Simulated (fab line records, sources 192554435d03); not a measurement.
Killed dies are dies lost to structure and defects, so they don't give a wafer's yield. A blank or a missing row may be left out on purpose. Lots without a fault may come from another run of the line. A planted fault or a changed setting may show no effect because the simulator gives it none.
Which tool did it? | flow n5_finfet | 20 lots, 60 wafers sampled, at 6 steps of a route of 1938

WHAT THE GAUGES READ, wafer by wafer
The record holds no reading of a measuring or inspecting step that can be judged against a usual standard deviation.

WHICH TOOL RAN EACH LOT (tool, then ch and the chambers of the sampled wafers, then the start)
lot  | N5_SDB_CUT_ETCH_26              | N5_SDB_ALD_29                    | N5_HKMG_FIN_ETCH_31               | N5_HKMG_FIN_ALD_72            | N5_HKMG_FIN_W_FILL_22         | N5_GATE_CUT_ETCH_56
L074 | rie_si-04 ch 2,3, day 3 16:19   | ald_sin-04 ch 0,1,2, day 3 16:29 | rie_diel-03 ch 1,2,3, day 4 00:24 | cvd_w-01 ch 0, day 4 03:57    | cvd_w-01 ch 0, day 4 04:01    | rie_metal-02 ch 0,1, day 4 04:59
L075 | rie_si-06 ch 0,2, day 3 23:01   | ald_sin-04 ch 0,1,3, day 3 23:47 | rie_diel-03 ch 0,1, day 4 07:47   | cvd_w-02 ch 0,1, day 4 11:27  | cvd_w-02 ch 0,1, day 4 11:31  | rie_metal-03 ch 0, day 4 12:29
L076 | rie_si-04 ch 0,2, day 4 07:19   | ald_sin-01 ch 1,3, day 4 07:30   | rie_diel-05 ch 1,3, day 4 15:31   | cvd_w-02 ch 0,1, day 4 19:00  | cvd_w-02 ch 0,1, day 4 19:04  | rie_metal-02 ch 0,1, day 4 20:02
L077 | rie_si-05 ch 1,2, day 4 12:11   | ald_sin-04 ch 0,1,2, day 4 12:23 | rie_diel-05 ch 1,3, day 4 20:26   | cvd_w-02 ch 0,1, day 4 23:58  | cvd_w-02 ch 0,1, day 5 00:02  | rie_metal-01 ch 0,1, day 5 01:00
L079 | rie_si-06 ch 0,1,3, day 5 02:04 | ald_sin-02 ch 0,1,3, day 5 02:16 | rie_diel-05 ch 0,2,3, day 5 10:59 | cvd_w-01 ch 0,1, day 5 14:30  | cvd_w-01 ch 0,1, day 5 14:34  | rie_metal-03 ch 0,1, day 5 15:32
L080 | rie_si-06 ch 0,1,2, day 5 06:22 | ald_sin-01 ch 0,2,3, day 5 06:32 | rie_diel-03 ch 0,1, day 5 14:53   | cvd_w-01 ch 0,1, day 5 18:50  | cvd_w-01 ch 0,1, day 5 18:53  | rie_metal-02 ch 0,1, day 5 19:53
L081 | rie_si-04 ch 0,2,3, day 5 12:19 | ald_sin-02 ch 0,3, day 5 12:30   | rie_diel-05 ch 1,2, day 5 21:01   | cvd_w-01 ch 0,1, day 6 00:38  | cvd_w-01 ch 0,1, day 6 00:41  | rie_metal-02 ch 0, day 6 01:40
L082 | rie_si-04 ch 0,1,3, day 5 17:53 | ald_sin-02 ch 0,1,2, day 5 18:25 | rie_diel-03 ch 0,1,2, day 6 02:58 | cvd_w-02 ch 0,1, day 6 06:41  | cvd_w-02 ch 0,1, day 6 06:45  | rie_metal-03 ch 0,1, day 6 08:15
L084 | rie_si-06 ch 1,2,3, day 6 04:44 | ald_sin-04 ch 0,2,3, day 6 04:55 | rie_diel-05 ch 1,3, day 6 12:56   | cvd_w-02 ch 0,1, day 6 16:24  | cvd_w-02 ch 0,1, day 6 16:28  | rie_metal-01 ch 0,1, day 6 17:26
L085 | rie_si-05 ch 0,2,3, day 6 16:33 | ald_sin-01 ch 0,1,2, day 6 16:44 | rie_diel-05 ch 0,2,3, day 7 01:23 | cvd_w-01 ch 0, day 7 04:52    | cvd_w-01 ch 0, day 7 04:55    | rie_metal-01 ch 0,1, day 7 05:54
L087 | rie_si-05 ch 1,2, day 7 02:53   | ald_sin-02 ch 1,2, day 7 03:04   | rie_diel-02 ch 0,2, day 7 11:43   | cvd_w-02 ch 0,1, day 7 15:15  | cvd_w-02 ch 0,1, day 7 15:19  | rie_metal-01 ch 0,1, day 7 16:17
L088 | rie_si-04 ch 1,2,3, day 7 06:13 | ald_sin-02 ch 0,1,2, day 7 06:23 | rie_diel-05 ch 1,2, day 7 14:53   | cvd_w-01 ch 0, day 7 18:22    | cvd_w-01 ch 0, day 7 18:25    | rie_metal-01 ch 0,1, day 7 19:24
L089 | rie_si-06 ch 0,1,2, day 7 13:35 | ald_sin-01 ch 0,1,3, day 7 13:46 | rie_diel-05 ch 0,1,2, day 7 21:59 | cvd_w-02 ch 0,1, day 8 01:38  | cvd_w-02 ch 0,1, day 8 01:42  | rie_metal-01 ch 0,1, day 8 02:43
L090 | rie_si-06 ch 0,2,3, day 7 19:35 | ald_sin-01 ch 0,1, day 7 19:46   | rie_diel-03 ch 0,2,3, day 8 04:14 | cvd_w-02 ch 0,1, day 8 07:52  | cvd_w-02 ch 0,1, day 8 07:56  | rie_metal-02 ch 1, day 8 08:55
L091 | rie_si-06 ch 0,1, day 8 03:20   | ald_sin-02 ch 1,2,3, day 8 04:19 | rie_diel-05 ch 1,2,3, day 8 12:31 | cvd_w-02 ch 0, day 8 16:10    | cvd_w-02 ch 0, day 8 16:16    | rie_metal-03 ch 1, day 8 17:25
L092 | rie_si-04 ch 1,2, day 8 06:00   | ald_sin-01 ch 0,1,3, day 8 06:39 | rie_diel-02 ch 0,1, day 8 14:56   | cvd_w-01 ch 0,1, day 8 18:25  | cvd_w-01 ch 0,1, day 8 18:28  | rie_metal-02 ch 0,1, day 8 19:27
L093 | rie_si-04 ch 0,1, day 8 13:31   | ald_sin-04 ch 1,3, day 8 13:43   | rie_diel-03 ch 1,2,3, day 8 22:02 | cvd_w-01 ch 0, day 9 01:50    | cvd_w-01 ch 0, day 9 01:54    | rie_metal-02 ch 0,1, day 9 03:06
L094 | rie_si-04 ch 0,2,3, day 8 19:44 | ald_sin-02 ch 2,3, day 8 19:55   | rie_diel-03 ch 0,1, day 9 04:01   | cvd_w-01 ch 0,1, day 9 07:32  | cvd_w-01 ch 0,1, day 9 07:35  | rie_metal-02 ch 0,1, day 9 08:34
L095 | rie_si-04 ch 2,3, day 9 02:25   | ald_sin-04 ch 0,1, day 9 02:41   | rie_diel-02 ch 0,1, day 9 11:17   | cvd_w-01 ch 0,1, day 9 14:46  | cvd_w-01 ch 0,1, day 9 14:50  | rie_metal-02 ch 0,1, day 9 15:49
L097 | rie_si-04 ch 0,2,3, day 9 12:02 | ald_sin-02 ch 0,1,2, day 9 12:13 | rie_diel-05 ch 0,1,2, day 9 20:51 | cvd_w-01 ch 0,1, day 10 00:23 | cvd_w-01 ch 0,1, day 10 00:26 | rie_metal-03 ch 0,1, day 10 01:25
- N5_SDB_CUT_ETCH_26: etches Si in HBr/Cl2/O2, target depth 129.6 nm, bt time 20 s, time 51.8 s.
- N5_SDB_ALD_29: deposits SiNx, target thk 30 nm, pulse time 1 s, ald cycles 600.
- N5_HKMG_FIN_ETCH_31: etches SiARC in CF4, target depth 45.5 nm, time 75.8 s.
- N5_HKMG_FIN_ALD_72: deposits W, target thk 2 nm, pulse time 1 s, purge time 2 s.
- N5_HKMG_FIN_W_FILL_22: material W, target thk 60 nm, time 18.2 s.
- N5_GATE_CUT_ETCH_56: etches TiN in Cl2/Ar, target depth 21.6 nm.

WHAT THE TOOLS THEMSELVES READ (means of the sampled wafers that have a number; where no wafer has one, the mark that the record gives instead)
N5_SDB_CUT_ETCH_26. Usual: HBr_flow_sccm 150.1 sccm, standard deviation 0.48; O2_flow_sccm 12.00 sccm, standard deviation 0.035; drypump_motor_current_A 5.8 A, standard deviation 0.45; he_backside_leak_sccm 2.69 sccm, standard deviation 0.24; oes_o_777_au 1.01 a.u., standard deviation 0.033; oes_product_au 1.008 a.u., standard deviation 0.018; throttle_valve_pct 37.2 %, standard deviation 0.31.
lot  | tool      | HBr_flow_sccm (sccm) | O2_flow_sccm (sccm) | drypump_motor_current_A (A) | he_backside_leak_sccm (sccm) | oes_o_777_au (a.u.) | oes_product_au (a.u.) | throttle_valve_pct (%) | flag
L074 | rie_si-04 | 149.6                | 12.01               | 6.1                         | 2.69                         | 1.04                | 1.035                 | 37.5                   |
L075 | rie_si-06 | 150.5                | 11.98               | 5.5                         | 2.64                         | 1.02                | 1.007                 | 37.3                   |
L076 | rie_si-04 | 150.0                | 11.99               | 6.1                         | 2.48                         | 1.00                | 1.004                 | 37.1                   |
L077 | rie_si-05 | 150.1                | 12.01               | 6.5                         | 2.57                         | 1.00                | 0.998                 | 37.6                   |
L079 | rie_si-06 | 150.0                | 11.99               | 5.4                         | 2.85                         | 1.00                | 1.005                 | 37.1                   |
L080 | rie_si-06 | 150.5                | 11.99               | 5.5                         | 2.71                         | 1.01                | 1.001                 | 37.1                   |
L081 | rie_si-04 | 150.1                | 11.96               | 5.9                         | 2.65                         | 1.00                | 1.015                 | 37.2                   |
L082 | rie_si-04 | 150.1                | 12.00               | 5.7                         | 2.62                         | 0.99                | 1.003                 | 37.0                   |
L084 | rie_si-06 | 150.1                | 11.99               | 5.7                         | 2.77                         | 1.01                | 1.007                 | 37.0                   |
L085 | rie_si-05 | 149.9                | 12.01               | 6.1                         | 2.59                         | 1.00                | 0.987                 | 37.1                   |
L087 | rie_si-05 | 149.9                | 11.96               | 6.2                         | 2.49                         | 1.03                | 1.010                 | 37.7                   |
L088 | rie_si-04 | 150.1                | 12.03               | 5.9                         | 2.81                         | 1.02                | 1.022                 | 37.3                   |
L089 | rie_si-06 | 149.8                | 11.95               | 5.6                         | 2.59                         | 1.00                | 1.005                 | 37.2                   |
L090 | rie_si-06 | 150.5                | 11.98               | 5.6                         | 2.63                         | 1.02                | 1.008                 | 37.2                   |
L091 | rie_si-06 | 149.9                | 12.02               | 5.2                         | 2.75                         | 1.00                | 0.998                 | 37.2                   |
L092 | rie_si-04 | 150.5                | 12.02               | 6.2                         | 2.84                         | 1.05                | 1.029                 | 37.4                   |
L093 | rie_si-04 | 150.3                | 11.98               | 5.8                         | 2.73                         | 1.02                | 1.004                 | 36.9                   |
L094 | rie_si-04 | 149.7                | 12.00               | 5.9                         | 2.61                         | 1.01                | 1.015                 | 37.2                   |
L095 | rie_si-04 | 150.3                | 12.03               | 5.7                         | 2.73                         | 1.01                | 1.034                 | 37.4                   |
L097 | rie_si-04 | 150.2                | 12.01               | 5.9                         | 2.70                         | 1.01                | 1.017                 | 37.2                   |

N5_SDB_ALD_29. Usual: heater_power_w 836 W, standard deviation 93; precursor_pulse_height_rel 0.999, standard deviation 0.019.
lot  | tool       | heater_power_w (W) | precursor_pulse_height_rel | flag
L074 | ald_sin-04 | 757                | 0.995                      |
L075 | ald_sin-04 | 728                | 0.995                      |
L076 | ald_sin-01 | 986                | 1.004                      |
L077 | ald_sin-04 | 773                | 0.992                      |
L079 | ald_sin-02 | 783                | 0.999                      |
L080 | ald_sin-01 | 863                | 1.009                      |
L081 | ald_sin-02 | 814                | 1.013                      |
L082 | ald_sin-02 | 854                | 0.991                      |
L084 | ald_sin-04 | 782                | 0.996                      |
L085 | ald_sin-01 | 880                | 0.988                      |
L087 | ald_sin-02 | 831                | 1.006                      |
L088 | ald_sin-02 | 862                | 1.005                      |
L089 | ald_sin-01 | 931                | 1.023                      |
L090 | ald_sin-01 | 890                | 0.997                      |
L091 | ald_sin-02 | 836                | 1.009                      |
L092 | ald_sin-01 | 932                | 0.987                      |
L093 | ald_sin-04 | 752                | 1.007                      |
L094 | ald_sin-02 | 895                | 0.988                      |
L095 | ald_sin-04 | 673                | 1.021                      |
L097 | ald_sin-02 | 836                | 1.007                      |

N5_HKMG_FIN_ETCH_31. Usual: bias_w 36.00 W, standard deviation 0.11; drypump_motor_current_A 5.9 A, standard deviation 0.56; etch_rf_on_time_s 75.9 s, standard deviation 1; mfc_ar_sccm 99.98 sccm, standard deviation 0.29; oes_product_au 0.68 a.u., standard deviation 0.07; rf_vpp_V 184.5 V, standard deviation 1.1; showerhead_plenum_p_Torr 2.18 Torr, standard deviation 0.068; throttle_valve_pct 15.57 %, standard deviation 0.21.
lot  | tool        | bias_w (W) | drypump_motor_current_A (A) | etch_rf_on_time_s (s) | mfc_ar_sccm (sccm) | oes_product_au (a.u.) | rf_vpp_V (V) | showerhead_plenum_p_Torr (Torr) | throttle_valve_pct (%) | flag
L074 | rie_diel-03 | 35.93      | 6.2                         | 75.9                  | 99.99              | 0.64                  | 184.4        | 2.14                            | 15.64                  |
L075 | rie_diel-03 | 36.00      | 6.5                         | 77.3                  | 99.85              | 0.62                  | 184.8        | 2.21                            | 15.55                  |
L076 | rie_diel-05 | 36.02      | 5.4                         | 75.2                  | 100.22             | 0.75                  | 183.5        | 2.14                            | 15.45                  |
L077 | rie_diel-05 | 36.03      | 5.8                         | 75.2                  | 99.90              | 0.69                  | 184.9        | 2.18                            | 15.61                  |
L079 | rie_diel-05 | 35.97      | 6.0                         | 75.3                  | 100.22             | 0.64                  | 184.4        | 2.23                            | 15.65                  |
L080 | rie_diel-03 | 35.97      | 6.5                         | 77.5                  | 99.80              | 0.61                  | 183.9        | 2.21                            | 15.58                  |
L081 | rie_diel-05 | 35.87      | 5.2                         | 76.8                  | 100.14             | 0.72                  | 184.2        | 2.14                            | 15.35                  |
L082 | rie_diel-03 | 35.92      | 6.3                         | 76.2                  | 100.11             | 0.68                  | 184.8        | 2.23                            | 15.53                  |
L084 | rie_diel-05 | 36.11      | 5.4                         | 75.4                  | 99.73              | 0.72                  | 183.5        | 2.13                            | 15.47                  |
L085 | rie_diel-05 | 35.99      | 6.0                         | 76.0                  | 99.97              | 0.63                  | 184.7        | 2.22                            | 15.66                  |
L087 | rie_diel-02 | 36.01      | 6.1                         | 75.5                  | 100.28             | 0.61                  | 184.2        | 2.10                            | 15.87                  |
L088 | rie_diel-05 | 35.96      | 5.2                         | 77.4                  | 99.91              | 0.70                  | 184.6        | 2.13                            | 15.39                  |
L089 | rie_diel-05 | 35.89      | 5.5                         | 75.7                  | 99.94              | 0.66                  | 184.8        | 2.18                            | 15.51                  |
L090 | rie_diel-03 | 36.11      | 6.1                         | 75.5                  | 100.05             | 0.75                  | 184.4        | 2.20                            | 15.53                  |
L091 | rie_diel-05 | 36.02      | 5.7                         | 75.2                  | 99.83              | 0.66                  | 184.5        | 2.17                            | 15.56                  |
L092 | rie_diel-02 | 35.97      | 5.4                         | 77.5                  | 99.70              | 0.70                  | 183.8        | 2.14                            | 15.52                  |
L093 | rie_diel-03 | 36.10      | 6.2                         | 75.7                  | 100.04             | 0.68                  | 184.8        | 2.21                            | 15.56                  |
L094 | rie_diel-03 | 36.01      | 6.6                         | 76.8                  | 100.00             | 0.68                  | 184.6        | 2.20                            | 15.32                  |
L095 | rie_diel-02 | 36.05      | 5.8                         | 76.4                  | 100.12             | 0.65                  | 183.6        | 2.18                            | 15.61                  |
L097 | rie_diel-05 | 35.91      | 5.5                         | 75.7                  | 99.83              | 0.65                  | 185.4        | 2.17                            | 15.55                  |

N5_HKMG_FIN_ALD_72. Usual: heater_power_w 468 W, standard deviation 53; precursor_pulse_height_rel 1.002, standard deviation 0.021.
lot  | tool     | heater_power_w (W) | precursor_pulse_height_rel | flag
L074 | cvd_w-01 | 397                | 1.004                      |
L075 | cvd_w-02 | 510                | 1.010                      |
L076 | cvd_w-02 | 517                | 0.996                      |
L077 | cvd_w-02 | 508                | 0.992                      |
L079 | cvd_w-01 | 422                | 1.002                      |
L080 | cvd_w-01 | 450                | 1.002                      |
L081 | cvd_w-01 | 417                | 1.011                      |
L082 | cvd_w-02 | 495                | 0.986                      |
L084 | cvd_w-02 | 520                | 1.000                      |
L085 | cvd_w-01 | 390                | 1.007                      |
L087 | cvd_w-02 | 503                | 0.986                      |
L088 | cvd_w-01 | 387                | 1.011                      |
L089 | cvd_w-02 | 521                | 0.991                      |
L090 | cvd_w-02 | 502                | 1.015                      |
L091 | cvd_w-02 | 488                | 1.000                      |
L092 | cvd_w-01 | 457                | 0.997                      |
L093 | cvd_w-01 | 387                | 1.002                      |
L094 | cvd_w-01 | 455                | 1.001                      |
L095 | cvd_w-01 | 421                | 0.990                      |
L097 | cvd_w-01 | 451                | 0.985                      |

N5_HKMG_FIN_W_FILL_22. Usual: heater_power_w 834 W, standard deviation 94; throttle_valve_pct 18.9 %, standard deviation 0.6.
lot  | tool     | heater_power_w (W) | throttle_valve_pct (%) | flag
L074 | cvd_w-01 | 693                | 18.1                   |
L075 | cvd_w-02 | 888                | 18.5                   |
L076 | cvd_w-02 | 938                | 19.1                   |
L077 | cvd_w-02 | 896                | 18.6                   |
L079 | cvd_w-01 | 750                | 18.7                   |
L080 | cvd_w-01 | 803                | 19.1                   |
L081 | cvd_w-01 | 750                | 18.9                   |
L082 | cvd_w-02 | 900                | 18.6                   |
L084 | cvd_w-02 | 908                | 19.0                   |
L085 | cvd_w-01 | 699                | 18.6                   |
L087 | cvd_w-02 | 901                | 18.5                   |
L088 | cvd_w-01 | 693                | 18.5                   |
L089 | cvd_w-02 | 919                | 19.3                   |
L090 | cvd_w-02 | 893                | 18.8                   |
L091 | cvd_w-02 | 883                | 18.4                   |
L092 | cvd_w-01 | 820                | 18.9                   |
L093 | cvd_w-01 | 692                | 18.7                   |
L094 | cvd_w-01 | 812                | 19.1                   |
L095 | cvd_w-01 | 763                | 19.1                   |
L097 | cvd_w-01 | 809                | 19.1                   |

N5_GATE_CUT_ETCH_56. Usual: bias_w 59.97 W, standard deviation 0.17; drypump_motor_current_A 5.5 A, standard deviation 0.35; he_backside_leak_sccm 3.4 sccm, standard deviation 0.3; mfc_ar_sccm 60.01 sccm, standard deviation 0.17; oes_product_au 0.71 a.u., standard deviation 0.11; throttle_valve_pct 20.83 %, standard deviation 0.18.
lot  | tool         | bias_w (W) | drypump_motor_current_A (A) | he_backside_leak_sccm (sccm) | mfc_ar_sccm (sccm) | oes_product_au (a.u.) | throttle_valve_pct (%) | flag
L074 | rie_metal-02 | 60.06      | 5.5                         | 3.6                          | 60.18              | 0.66                  | 20.74                  |
L075 | rie_metal-03 | 59.91      | 5.3                         | 3.7                          | 60.16              | 0.62                  | 21.08                  |
L076 | rie_metal-02 | 60.01      | 5.6                         | 3.5                          | 60.09              | 0.64                  | 20.79                  |
L077 | rie_metal-01 | 59.89      | 5.8                         | 3.4                          | 59.91              | 0.69                  | 20.92                  |
L079 | rie_metal-03 | 60.11      | 5.3                         | 3.5                          | 59.90              | 0.72                  | 20.90                  |
L080 | rie_metal-02 | 60.10      | 5.6                         | 4.1                          | 59.97              | 0.65                  | 20.80                  |
L081 | rie_metal-02 | 59.91      | 5.3                         | 3.4                          | 59.88              | 0.66                  | 20.68                  |
L082 | rie_metal-03 | 60.13      | 5.3                         | 3.3                          | 59.91              | 0.81                  | 20.74                  |
L084 | rie_metal-01 | 59.96      | 5.4                         | 3.6                          | 60.12              | 0.69                  | 21.01                  |
L085 | rie_metal-01 | 59.88      | 5.8                         | 3.2                          | 59.89              | 0.68                  | 20.93                  |
L087 | rie_metal-01 | 59.88      | 5.4                         | 3.5                          | 60.05              | 0.68                  | 21.01                  |
L088 | rie_metal-01 | 59.87      | 5.4                         | 3.7                          | 60.21              | 0.68                  | 21.03                  |
L089 | rie_metal-01 | 59.82      | 5.8                         | 3.3                          | 60.00              | 0.67                  | 20.94                  |
L090 | rie_metal-02 | 59.89      | 5.8                         | 3.4                          | 60.12              | 0.63                  | 20.88                  |
L091 | rie_metal-03 | 59.86      | 5.2                         | 3.1                          | 59.93              | 0.87                  | 20.58                  |
L092 | rie_metal-02 | 60.13      | 5.5                         | 3.5                          | 59.94              | 0.65                  | 20.75                  |
L093 | rie_metal-02 | 59.88      | 5.5                         | 3.6                          | 60.02              | 0.64                  | 20.75                  |
L094 | rie_metal-02 | 60.04      | 5.5                         | 3.5                          | 59.81              | 0.64                  | 20.76                  |
L095 | rie_metal-02 | 60.11      | 5.5                         | 3.6                          | 59.89              | 0.64                  | 20.77                  |
L097 | rie_metal-03 | 60.01      | 5.2                         | 3.2                          | 59.96              | 0.89                  | 20.68                  |

THE ANSWER, worked out from the rows above alone
Rule: a lot is off if the mean of its wafers that have a number lies more than 3 standard deviations from the usual mean. A lot without any number at a reading at which 4 lots or more have one is off too. The other lots that the step has rows for count as sound. The gauges are gone through in route order, then the tools' own readings, and for those a lot's mean is taken as printed above. The first step at which some lot is off is used, and at that step the reading that is off furthest; a lot without a number counts as furthest.
No lot is off at any reading shown: from this, nothing can be told.

WHAT THE SIMULATOR HAD PUT IN
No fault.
